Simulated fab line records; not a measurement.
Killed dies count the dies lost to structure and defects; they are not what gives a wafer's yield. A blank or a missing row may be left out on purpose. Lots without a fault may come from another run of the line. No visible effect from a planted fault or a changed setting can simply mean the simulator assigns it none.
The tool behind it: which one? | flow n5 finfet | 24 lots with 72 wafers sampled at 6 steps, on a route of 1938 steps

## WHAT THE GAUGES READ, wafer by wafer
N5_BEOL_M12_CD_MEAS_28: the cd target is 160.2 nm. Usual: cd nm 159.8 nm, standard deviation 1.2.
lot  | measured     | on        | cd nm (nm)        | flag
L075 | day 11 04:50 | cd sem-02 | 160.8 161.0 160.0 |
L074 | day 11 05:23 | cd sem-01 | 160.2 161.1 158.0 |
L076 | day 11 12:21 | cd sem-02 | 159.4 160.6 159.5 |
L077 | day 12 00:13 | cd sem-01 | 160.3 158.8 159.7 |
L078 | day 12 07:32 | cd sem-02 | 160.9 160.6 160.1 |
L080 | day 12 13:43 | cd sem-03 | 160.8 161.1 159.3 |
L079 | day 12 23:38 | cd sem-02 | 158.6 158.7 159.8 |
L081 | day 13 01:05 | cd sem-02 | 156.1 159.7 158.6 |
L083 | day 13 02:29 | cd sem-03 | 158.0 160.3 156.3 |
L082 | day 13 09:54 | cd sem-01 | 159.1 158.4 159.8 |
L084 | day 13 22:40 | cd sem-02 | 160.7 160.1 160.4 |
L085 | day 14 04:44 | cd sem-01 | 158.4 160.0 157.9 |
L086 | day 14 05:05 | cd sem-03 | 159.2 157.1 159.2 |
L089 | day 14 12:39 | cd sem-01 | 160.2 160.9 159.5 |
L088 | day 14 16:08 | cd sem-02 | 160.6 161.3 161.1 |
L087 | day 14 20:38 | cd sem-02 | 160.2 160.1 160.5 |
L091 | day 14 22:11 | cd sem-01 | 160.7 158.5 160.3 |
L090 | day 14 23:18 | cd sem-03 | 161.3 160.5 160.7 |
L092 | day 15 14:43 | cd sem-02 | 158.7 161.5 159.4 |
L094 | day 15 15:44 | cd sem-01 | 161.0 162.0 161.2 |
L093 | day 15 16:31 | cd sem-03 | 158.5 159.2 159.3 |
L095 | day 16 13:25 | cd sem-03 | 159.8 160.4 158.2 |
L096 | day 16 14:07 | cd sem-01 | 158.9 158.7 159.7 |
L097 | day 17 05:08 | cd sem-01 | 161.1 160.7 161.2 |

N5_BEOL_M13_INSPECT_55: inspects for defects (darkfield). Usual: raw defect count 71, standard deviation 22.
lot  | measured     | on                | raw defect count | flag
L075 | day 11 14:59 | defect inspect-01 | 10 34 60         |
L074 | day 11 15:15 | defect inspect-02 | 79 94 69         |
L076 | day 12 04:16 | defect inspect-02 | 49 77 61         |
L077 | day 12 12:52 | defect inspect-02 | 29 104 91        |
L078 | day 12 17:22 | defect inspect-02 | 75 45 52         |
L080 | day 12 21:51 | defect inspect-02 | 86 97 72         |
L079 | day 13 10:34 | defect inspect-02 | 99 95 108        |
L081 | day 13 11:28 | defect inspect-02 | 62 71 38         |
L083 | day 13 17:45 | defect inspect-01 | 62 67 113        |
L082 | day 13 21:29 | defect inspect-02 | 92 71 69         |
L084 | day 14 09:05 | defect inspect-01 | 70 75 41         |
L085 | day 14 12:02 | defect inspect-02 | 91 94 65         |
L086 | day 14 15:31 | defect inspect-02 | 57 55 86         |
L089 | day 15 05:34 | defect inspect-02 | 39 60 59         |
L088 | day 15 06:07 | defect inspect-02 | 59 102 64        |
L087 | day 15 06:23 | defect inspect-01 | 89 44 62         |
L091 | day 15 07:20 | defect inspect-01 | 56 82 46         |
L090 | day 15 07:46 | defect inspect-01 | 36 37 37         |
L092 | day 16 04:36 | defect inspect-02 | 74 84 68         |
L094 | day 16 08:53 | defect inspect-02 | 98 94 90         |
L093 | day 16 10:14 | defect inspect-02 | 82 94 86         |
L095 | day 17 01:27 | defect inspect-01 | 130 85 51        |
L096 | day 17 00:45 | defect inspect-01 | 52 70 65         |
L097 | day 17 15:17 | defect inspect-01 | 30 81 54         |

## WHICH TOOL RAN EACH LOT (tool, then ch and the chambers of the sampled wafers, then the start)
lot  | N5_BEOL_M12_ETCH_59                | N5_BEOL_M12_VIA_ETCH_16            | N5_BEOL_M12_STRIP_37                 | N5_BEOL_M12_SPUTTER_43
L075 | rie diel-02 ch 1,2,3, day 11 03:56 | rie diel-02 ch 1,2,3, day 11 03:59 | plasma asher-02 ch 1, day 11 05:38   | pvd sputter-03, day 11 08:31
L074 | rie diel-05 ch 0,2,3, day 11 04:28 | rie diel-05 ch 0,2,3, day 11 04:32 | plasma asher-01 ch 0,1, day 11 06:14 | pvd sputter-03, day 11 09:14
L076 | rie diel-03 ch 0,2,3, day 11 11:26 | rie diel-03 ch 0,2,3, day 11 11:29 | plasma asher-02 ch 0,1, day 11 13:02 | pvd sputter-02, day 11 19:46
L077 | rie diel-02 ch 0,3, day 11 21:56   | rie diel-02 ch 0,3, day 11 21:59   | plasma asher-01 ch 0,1, day 12 02:47 | pvd sputter-01, day 12 06:10
L078 | rie diel-05 ch 1,3, day 12 06:37   | rie diel-05 ch 1,3, day 12 06:40   | plasma asher-02 ch 0,1, day 12 08:10 | pvd sputter-03, day 12 11:20
L080 | rie diel-02 ch 1,2, day 12 12:48   | rie diel-02 ch 1,2, day 12 12:51   | plasma asher-02 ch 0,1, day 12 14:23 | pvd sputter-02, day 12 15:12
L079 | rie diel-03 ch 1,2,3, day 12 22:50 | rie diel-03 ch 1,2,3, day 12 22:53 | plasma asher-01 ch 0,1, day 13 00:17 | pvd sputter-01, day 13 03:57
L081 | rie diel-03 ch 0,1,2, day 13 00:18 | rie diel-03 ch 0,1,2, day 13 00:22 | plasma asher-01 ch 0,1, day 13 02:04 | pvd sputter-02, day 13 05:29
L083 | rie diel-05 ch 0,2,3, day 13 01:20 | rie diel-05 ch 0,2,3, day 13 01:24 | plasma asher-01 ch 0,1, day 13 03:11 | pvd sputter-02, day 13 06:17
L082 | rie diel-05 ch 1,2, day 13 08:26   | rie diel-05 ch 1,2, day 13 08:29   | plasma asher-01 ch 1, day 13 10:32   | pvd sputter-01, day 13 15:17
L084 | rie diel-02 ch 0,1,2, day 13 21:44 | rie diel-02 ch 0,1,2, day 13 21:48 | plasma asher-01 ch 0,1, day 13 23:28 | pvd sputter-01, day 14 01:20
L085 | rie diel-02 ch 0,1,3, day 14 03:44 | rie diel-02 ch 0,1,3, day 14 03:48 | plasma asher-01 ch 0,1, day 14 05:22 | pvd sputter-02, day 14 05:59
L086 | rie diel-02 ch 0,1,3, day 14 04:01 | rie diel-02 ch 0,1,3, day 14 04:04 | plasma asher-01 ch 0,1, day 14 05:53 | pvd sputter-01, day 14 09:11
L089 | rie diel-03 ch 1,2,3, day 14 11:52 | rie diel-03 ch 1,2,3, day 14 11:55 | plasma asher-02 ch 0,1, day 14 13:46 | pvd sputter-02, day 14 17:48
L088 | rie diel-03 ch 0,1,2, day 14 15:13 | rie diel-03 ch 0,1,2, day 14 15:16 | plasma asher-02 ch 0,1, day 14 16:46 | pvd sputter-02, day 14 18:07
L087 | rie diel-02 ch 0,3, day 14 19:51   | rie diel-02 ch 0,3, day 14 19:54   | plasma asher-02 ch 0, day 14 21:17   | pvd sputter-01, day 14 23:29
L091 | rie diel-05 ch 1,2,3, day 14 21:24 | rie diel-05 ch 1,2,3, day 14 21:27 | plasma asher-02 ch 0, day 14 22:53   | pvd sputter-02, day 14 23:37
L090 | rie diel-05 ch 0,1,2, day 14 22:31 | rie diel-05 ch 0,1,2, day 14 22:34 | plasma asher-01 ch 0,1, day 15 00:01 | pvd sputter-03, day 15 01:25
L092 | rie diel-05 ch 1,2,3, day 15 13:55 | rie diel-05 ch 1,2,3, day 15 13:58 | plasma asher-01 ch 0,1, day 15 15:21 | pvd sputter-01, day 15 22:01
L094 | rie diel-02 ch 0,3, day 15 14:50   | rie diel-02 ch 0,3, day 15 14:53   | plasma asher-02 ch 0,1, day 15 16:23 | pvd sputter-01, day 15 22:31
L093 | rie diel-02 ch 0,2, day 15 15:44   | rie diel-02 ch 0,2, day 15 15:47   | plasma asher-02 ch 0,1, day 15 17:10 | pvd sputter-01, day 15 22:55
L095 | rie diel-03 ch 0,2, day 16 12:37   | rie diel-03 ch 0,2, day 16 12:41   | plasma asher-01 ch 0,1, day 16 14:03 | pvd sputter-03, day 16 16:07
L096 | rie diel-05 ch 0,1, day 16 13:04   | rie diel-05 ch 0,1, day 16 13:07   | plasma asher-01 ch 0,1, day 16 14:59 | pvd sputter-02, day 16 16:07
L097 | rie diel-05 ch 2,3, day 17 04:20   | rie diel-05 ch 2,3, day 17 04:23   | plasma asher-01 ch 0,1, day 17 06:11 | pvd sputter-02, day 17 08:18
- N5_BEOL_M12_ETCH_59: etches BARC in N2/H2, target depth 89 nm, overetch 26.7 nm, time 67.9 s.
- N5_BEOL_M12_VIA_ETCH_16: etches SiOC in C4F8/O2/Ar, target depth 724.8 nm.
- N5_BEOL_M12_STRIP_37: strips in N2/H2.
- N5_BEOL_M12_SPUTTER_43: material TaN, target thk 15 nm, time 24.19 s.

## WHAT THE TOOLS THEMSELVES READ (means of the sampled wafers that have a number; where no wafer has one, the mark that the record gives instead)
N5_BEOL_M12_ETCH_59. Usual: drypump motor current A 5.9 A, standard deviation 0.41; n2 flow sccm 200.1 sccm, standard deviation 0.56; oes product au 0.70 a.u., standard deviation 0.084; rf vpp V 522.9 V, standard deviation 2.5; showerhead plenum p Torr 2.50 Torr, standard deviation 0.09; throttle valve pct 17.78 %, standard deviation 0.24.
lot  | tool        | drypump motor current A (A) | n2 flow sccm (sccm) | oes product au (a.u.) | rf vpp V (V) | showerhead plenum p Torr (Torr) | throttle valve pct (%) | flag
L075 | rie diel-02 | 5.7                         | 200.3               | 0.70                  | 523.6        | 2.52                            | 17.82                  |
L074 | rie diel-05 | 5.9                         | 200.1               | 0.64                  | 524.5        | 2.57                            | 17.87                  |
L076 | rie diel-03 | 5.9                         | 200.5               | 0.76                  | 523.3        | 2.50                            | 17.62                  |
L077 | rie diel-02 | 6.1                         | 200.0               | 0.67                  | 521.1        | 2.41                            | 17.91                  |
L078 | rie diel-05 | 6.0                         | 200.0               | 0.58                  | 525.9        | 2.62                            | 18.26                  |
L080 | rie diel-02 | 5.7                         | 200.1               | 0.71                  | 523.9        | 2.53                            | 17.80                  |
L079 | rie diel-03 | 5.9                         | 200.7               | 0.67                  | 522.0        | 2.51                            | 17.70                  |
L081 | rie diel-03 | 6.1                         | 200.6               | 0.74                  | 521.7        | 2.49                            | 17.66                  |
L083 | rie diel-05 | 5.9                         | 200.3               | 0.71                  | 525.0        | 2.56                            | 17.74                  |
L082 | rie diel-05 | 5.3                         | 200.0               | 0.81                  | 524.4        | 2.56                            | 17.67                  |
L084 | rie diel-02 | 5.9                         | 199.8               | 0.65                  | 522.3        | 2.47                            | 17.92                  |
L085 | rie diel-02 | 6.0                         | 199.7               | 0.63                  | 521.7        | 2.46                            | 17.96                  |
L086 | rie diel-02 | 5.8                         | 200.5               | 0.63                  | 521.0        | 2.46                            | 17.97                  |
L089 | rie diel-03 | 5.9                         | 200.4               | 0.66                  | 523.1        | 2.50                            | 17.73                  |
L088 | rie diel-03 | 6.0                         | 200.1               | 0.73                  | 523.2        | 2.49                            | 17.67                  |
L087 | rie diel-02 | 6.3                         | 199.9               | 0.62                  | 518.1        | 2.36                            | 18.01                  |
L091 | rie diel-05 | 5.7                         | 200.4               | 0.78                  | 524.5        | 2.56                            | 17.74                  |
L090 | rie diel-05 | 5.5                         | 200.2               | 0.76                  | 524.0        | 2.55                            | 17.56                  |
L092 | rie diel-05 | 5.7                         | 200.2               | 0.76                  | 524.8        | 2.56                            | 17.76                  |
L094 | rie diel-02 | 6.1                         | 199.5               | 0.64                  | 520.3        | 2.40                            | 17.97                  |
L093 | rie diel-02 | 6.2                         | 199.7               | 0.64                  | 519.4        | 2.36                            | 17.97                  |
L095 | rie diel-03 | 5.8                         | 200.1               | 0.75                  | 521.9        | 2.47                            | 17.60                  |
L096 | rie diel-05 | 5.6                         | 200.7               | 0.76                  | 525.3        | 2.58                            | 17.53                  |
L097 | rie diel-05 | 5.8                         | 199.4               | 0.72                  | 523.2        | 2.50                            | 17.72                  |

N5_BEOL_M12_VIA_ETCH_16. Usual: drypump motor current A 5.9 A, standard deviation 0.41; he outer torr 30.00 Torr, standard deviation 0.057; oes product au 0.74 a.u., standard deviation 0.093; rf vpp V 664 V, standard deviation 3.1; showerhead plenum p Torr 3.37 Torr, standard deviation 0.11; throttle valve pct 24.13 %, standard deviation 0.22.
lot  | tool        | drypump motor current A (A) | he outer torr (Torr) | oes product au (a.u.) | rf vpp V (V) | showerhead plenum p Torr (Torr) | throttle valve pct (%) | flag
L075 | rie diel-02 | 5.7                         | 30.00                | 0.74                  | 665          | 3.40                            | 24.16                  |
L074 | rie diel-05 | 5.9                         | 30.00                | 0.67                  | 666          | 3.45                            | 24.16                  |
L076 | rie diel-03 | 5.9                         | 29.93                | 0.80                  | 664          | 3.36                            | 23.93                  |
L077 | rie diel-02 | 6.1                         | 29.96                | 0.70                  | 661          | 3.25                            | 24.27                  |
L078 | rie diel-05 | 6.1                         | 30.00                | 0.61                  | 668          | 3.51                            | 24.52                  |
L080 | rie diel-02 | 5.7                         | 30.02                | 0.75                  | 665          | 3.41                            | 24.13                  |
L079 | rie diel-03 | 5.9                         | 30.02                | 0.72                  | 664          | 3.39                            | 24.07                  |
L081 | rie diel-03 | 6.0                         | 29.95                | 0.79                  | 664          | 3.37                            | 24.05                  |
L083 | rie diel-05 | 5.9                         | 30.04                | 0.76                  | 666          | 3.44                            | 24.07                  |
L082 | rie diel-05 | 5.3                         | 29.99                | 0.85                  | 666          | 3.44                            | 24.13                  |
L084 | rie diel-02 | 5.9                         | 30.00                | 0.68                  | 663          | 3.34                            | 24.24                  |
L085 | rie diel-02 | 5.9                         | 30.00                | 0.66                  | 664          | 3.32                            | 24.28                  |
L086 | rie diel-02 | 5.9                         | 30.03                | 0.65                  | 663          | 3.32                            | 24.29                  |
L089 | rie diel-03 | 5.9                         | 29.94                | 0.70                  | 665          | 3.38                            | 24.10                  |
L088 | rie diel-03 | 6.0                         | 30.00                | 0.78                  | 665          | 3.36                            | 24.07                  |
L087 | rie diel-02 | 6.3                         | 29.97                | 0.67                  | 658          | 3.19                            | 24.35                  |
L091 | rie diel-05 | 5.7                         | 30.03                | 0.83                  | 666          | 3.44                            | 24.15                  |
L090 | rie diel-05 | 5.5                         | 30.01                | 0.81                  | 666          | 3.43                            | 23.98                  |
L092 | rie diel-05 | 5.7                         | 30.01                | 0.81                  | 666          | 3.44                            | 24.16                  |
L094 | rie diel-02 | 6.1                         | 29.99                | 0.67                  | 661          | 3.23                            | 24.32                  |
L093 | rie diel-02 | 6.2                         | 30.01                | 0.68                  | 659          | 3.20                            | 24.30                  |
L095 | rie diel-03 | 5.8                         | 30.01                | 0.79                  | 663          | 3.33                            | 23.93                  |
L096 | rie diel-05 | 5.6                         | 30.03                | 0.81                  | 667          | 3.47                            | 23.91                  |
L097 | rie diel-05 | 5.8                         | 30.01                | 0.76                  | 664          | 3.37                            | 24.09                  |

N5_BEOL_M12_STRIP_37. Usual: drypump motor current A 5.66 A, standard deviation 0.28; heater power w 323 W, standard deviation 28; n2 flow sccm 1750 sccm, standard deviation 5.6; oes product au 0.791 a.u., standard deviation 0.0098.
lot  | tool            | drypump motor current A (A) | heater power w (W) | n2 flow sccm (sccm) | oes product au (a.u.) | flag
L075 | plasma asher-02 | 5.34                        | 363                | 1747                | 0.789                 |
L074 | plasma asher-01 | 5.84                        | 304                | 1749                | 0.785                 |
L076 | plasma asher-02 | 5.35                        | 359                | 1744                | 0.793                 |
L077 | plasma asher-01 | 5.82                        | 306                | 1754                | 0.793                 |
L078 | plasma asher-02 | 5.36                        | 353                | 1752                | 0.803                 |
L080 | plasma asher-02 | 5.36                        | 355                | 1755                | 0.785                 |
L079 | plasma asher-01 | 5.93                        | 296                | 1746                | 0.796                 |
L081 | plasma asher-01 | 5.91                        | 298                | 1754                | 0.791                 |
L083 | plasma asher-01 | 5.96                        | 298                | 1749                | 0.795                 |
L082 | plasma asher-01 | 6.04                        | 290                | 1747                | 0.791                 |
L084 | plasma asher-01 | 5.91                        | 297                | 1749                | 0.791                 |
L085 | plasma asher-01 | 5.92                        | 301                | 1756                | 0.793                 |
L086 | plasma asher-01 | 5.94                        | 300                | 1749                | 0.782                 |
L089 | plasma asher-02 | 5.36                        | 348                | 1746                | 0.792                 |
L088 | plasma asher-02 | 5.34                        | 356                | 1746                | 0.784                 |
L087 | plasma asher-02 | 5.36                        | 350                | 1762                | 0.794                 |
L091 | plasma asher-02 | 5.36                        | 348                | 1749                | 0.792                 |
L090 | plasma asher-01 | 5.94                        | 300                | 1752                | 0.794                 |
L092 | plasma asher-01 | 5.93                        | 300                | 1749                | 0.785                 |
L094 | plasma asher-02 | 5.36                        | 354                | 1752                | 0.782                 |
L093 | plasma asher-02 | 5.35                        | 357                | 1751                | 0.794                 |
L095 | plasma asher-01 | 5.92                        | 297                | 1744                | 0.802                 |
L096 | plasma asher-01 | 5.82                        | 303                | 1746                | 0.784                 |
L097 | plasma asher-01 | 5.96                        | 297                | 1751                | 0.797                 |

N5_BEOL_M12_SPUTTER_43. Usual: substrate temp c 50.02 C, standard deviation 0.11; throttle valve pct 29.9 %, standard deviation 1.2.
lot  | tool           | substrate temp c (C) | throttle valve pct (%) | flag
L075 | pvd sputter-03 | 50.00                | 28.5                   |
L074 | pvd sputter-03 | 50.06                | 29.5                   |
L076 | pvd sputter-02 | 50.03                | 29.8                   |
L077 | pvd sputter-01 | 50.07                | 30.5                   |
L078 | pvd sputter-03 | 50.09                | 29.4                   |
L080 | pvd sputter-02 | 50.04                | 28.7                   |
L079 | pvd sputter-01 | 50.00                | 28.7                   |
L081 | pvd sputter-02 | 50.01                | 30.2                   |
L083 | pvd sputter-02 | 50.14                | 30.1                   |
L082 | pvd sputter-01 | 50.10                | 30.4                   |
L084 | pvd sputter-01 | 50.11                | 30.6                   |
L085 | pvd sputter-02 | 49.93                | 29.3                   |
L086 | pvd sputter-01 | 49.97                | 29.2                   |
L089 | pvd sputter-02 | 50.00                | 29.1                   |
L088 | pvd sputter-02 | 49.99                | 30.4                   |
L087 | pvd sputter-01 | 49.93                | 29.5                   |
L091 | pvd sputter-02 | 50.07                | 29.4                   |
L090 | pvd sputter-03 | 50.07                | 30.7                   |
L092 | pvd sputter-01 | 49.97                | 29.6                   |
L094 | pvd sputter-01 | 50.01                | 29.9                   |
L093 | pvd sputter-01 | 50.12                | 30.8                   |
L095 | pvd sputter-03 | 50.06                | 29.6                   |
L096 | pvd sputter-02 | 50.01                | 31.2                   |
L097 | pvd sputter-02 | 49.95                | 28.7                   |

## THE ANSWER, worked out from the rows above alone
Rule: lot off if the mean of its wafers having a number is beyond 3 standard deviations from the usual mean. A lot without any number at a reading at which 4 lots or more have one is off too. All remaining lots with rows at the step are treated as sound. First the gauges in route order, then the tools' own readings, where a lot's mean is used as printed above. At the first step where some lot is off, the reading lying furthest off is the one used; lots without a number count as furthest.
Across all readings shown, no lot is off: no conclusion can be drawn from this.

## WHAT THE SIMULATOR HAD INSERTED
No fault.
